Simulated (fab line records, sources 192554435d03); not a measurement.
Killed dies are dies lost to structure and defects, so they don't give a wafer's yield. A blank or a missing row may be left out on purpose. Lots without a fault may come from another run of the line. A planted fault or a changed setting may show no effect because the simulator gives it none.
fab line records | flow n5_finfet
record lots=6 wafers=18 last_day=16
route steps=1938 shown FIN_SAQP@149 FIN_CUT@154
lots that met no fault: from a run of the same line without faults
start_h: hours from the record's first day to the start of the lot's first wafer shown | wait_h: hours since the lot's step before | " the same as in the row above | L1.1+2: a row that stands for several wafers | - no value, or no start given | * or withheld: withheld | < > ~ a bound
route shown NAME@n: a module of which the file shows steps, and the number in the route of the first | usual: mean/standard deviation of fault-free wafers | same: alike in all rows | chamber/n: place in a boat | sites: the reading at each site | _std_site: their standard deviation | _edge_site: outer sites' mean less inner sites' | radius_mm: how far each site lies from the wafer's centre | mask NAME#n: copy n | behind: the tool/chamber that last shaped the wafer | hold: why the lot was held/for how many hours/how that ended | device: the transistor (n, p or np) that didn't switch | end of line: the same wafers' tests at the end of the route | a step without rows: its recipe alone | killed: dies lost to structure and defects at the first sort, not the wafer's yield | map: a wafer's dies, x killed, . not, _ none there
set.NAME: the setting as run; set.NAME@STEP: as run at that earlier step | model.NAME: the simulator's own value behind a step, which no gauge read
lots at some steps of the route; a table a step, a row a wafer
## steps
# step N5_FIN_SAQP_PRECLEAN_38
# recipe chemistry=O3/DIW time_s=45 temp_c=22 o3_ppm=10
# step N5_FIN_SAQP_PRECLEAN_45
# recipe chemistry=dHF time_s=10 dilution=500:1 temp_c=25
# step N5_FIN_SAQP_SRD_39
# recipe dry=ipa_marangoni time_s=30 temp_c=23 rinse_liquid=diw
# step N5_FIN_SAQP_OCD_MEAS_76
# usual trench_depth_nm=119/3.2
# columns lot.wafer tool chamber start_h wait_h trench_depth_nm
L607.3 ocd-02 - 28.36 0.0 118
L607.5 " - " " 119
L607.6 " - " " 118
L611.1 ocd-02 - 50.87 0.0 123
L611.4 " - " " 119
L611.6 " - " " 123
L612.3 ocd-01 - 57.37 0.0 117
L612.4 " - " " 121
L612.5 " - " " 121
L613.3 ocd-02 - 64.23 0.0 126
L613.5 " - " " 125
L613.6 " - " " 125
L625.1 ocd-02 - 135.06 0.0 120
L625.3 " - " " 121
L625.6 " - " " 119
L626.2 ocd-02 - 140.57 0.0 121
L626.3 " - " " 118
L626.4 " - " " 120
# step N5_FIN_SAQP_INSPECT_40
# recipe inspect_instrument=brightfield mode=aei
# usual raw_defect_count=213/67
# columns lot.wafer tool chamber start_h wait_h raw_defect_count
L607.3 defect_inspect-02 - 28.39 0.0 248
L607.5 " - " " 268
L607.6 " - " " 209
L611.1 defect_inspect-02 - 50.90 0.0 228
L611.4 " - " " 225
L611.6 " - " " 197
L612.3 defect_inspect-01 - 57.40 0.0 199
L612.4 " - " " 145
L612.5 " - " " 140
L613.3 defect_inspect-01 - 64.26 0.0 175
L613.5 " - " " 146
L613.6 " - " " 192
L625.1 defect_inspect-01 - 135.09 0.0 124
L625.3 " - " " 186
L625.6 " - " " 144
L626.2 defect_inspect-01 - 140.60 0.0 117
L626.3 " - " " 192
L626.4 " - " " 143
# step N5_FIN_CUT_COAT_18
# recipe resist=SOC temp_c=250 time_s=60 spin_rpm=1500 resist_thk_nm=230
# step N5_FIN_CUT_COAT_19
# recipe resist=SiARC temp_c=220 time_s=60 spin_rpm=1500 resist_thk_nm=20
# step N5_FIN_CUT_COAT_29
# recipe resist=underlayer temp_c=205 time_s=60 spin_rpm=1500 resist_thk_nm=10
# step N5_FIN_CUT_COAT_02
# recipe resist=CAR-EUV spin_rpm=1500 resist_thk_nm=30
# step N5_FIN_CUT_EBR_04
# recipe solvent=PGMEA ebr_width_mm=1.5
# step N5_FIN_CUT_SOFTBAKE_03
# recipe temp_c=110 time_s=60 resist=CAR-EUV
# step N5_FIN_CUT_EXPOSE_05
# recipe mask_id=FIN_CUT na=0.33 source_shape=annular sigma_inner=0.35 sigma_outer=0.8 polarization=unpolarized dose_mj=45.75
# step N5_FIN_CUT_PEB_06
# recipe peb_temp_c=100 peb_time_s=60 resist=CAR-EUV
# usual chill_plate_temp_C=23.00/0.11 exhaust_pa=44.9/0.89
# columns lot.wafer tool chamber start_h wait_h chill_plate_temp_C exhaust_pa
L607.3 litho_track-03 0 28.62 0.0 22.96 43.2
L607.5 " 0 " " 22.85 42.4
L607.6 " 0 " " 22.97 43.0
L611.1 litho_track-02 0 51.29 0.1 23.04 46.1
L611.4 " 0 " " 22.90 44.1
L611.6 " 0 " " 23.07 44.1
L612.3 litho_track-03 - 57.64 0.0 - -
L612.4 " - " " - -
L612.5 " - " " - -
L613.3 litho_track-03 - 64.63 0.0 - -
L613.5 " - " " - -
L613.6 " - " " - -
L625.1 litho_track-03 0 135.47 0.1 23.07 44.1
L625.3 " 0 " " 22.94 45.4
L625.6 " 0 " " 23.04 46.0
L626.2 litho_track-03 0 140.84 0.1 22.76 45.4
L626.3 " 0 " " 22.83 46.0
L626.4 " 0 " " 22.88 45.1
# step N5_FIN_CUT_DEVELOP_07
# recipe develop_time_s=30 developer=TMAH resist=CAR-EUV rinse_liquid=surfactant_rinse dry=air_spin dev_temp_c=23
## key
first_sign step=N5_FIN_CUT_PEB_06 reading=tool_record direction=missing
effect none on later readings
met_at N5_FIN_CUT_PEB_06
struck_wafers L612.3,L612.4,L612.5,L613.3,L613.5,L613.6
later_rows_left_out L612.3,L612.4,L612.5,L613.3,L613.5,L613.6
sort_left_out L612.3,L612.4,L612.5,L613.3,L613.5,L613.6
onset_between 28.62 57.64
fault kind=skipped_step_whole tool=litho_track-03 chamber=- onset_h=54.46 steps=N5_FIN_CUT_PEB_06 scope=struck_lots_only
# sort_left_out: the simulated sort isn't trusted on such a fault, so these wafers' sort isn't shown, and their yield isn't known
# later_rows_left_out: the simulator's readings of these wafers behind a module that went badly wrong aren't trusted and aren't shown, but for the sort
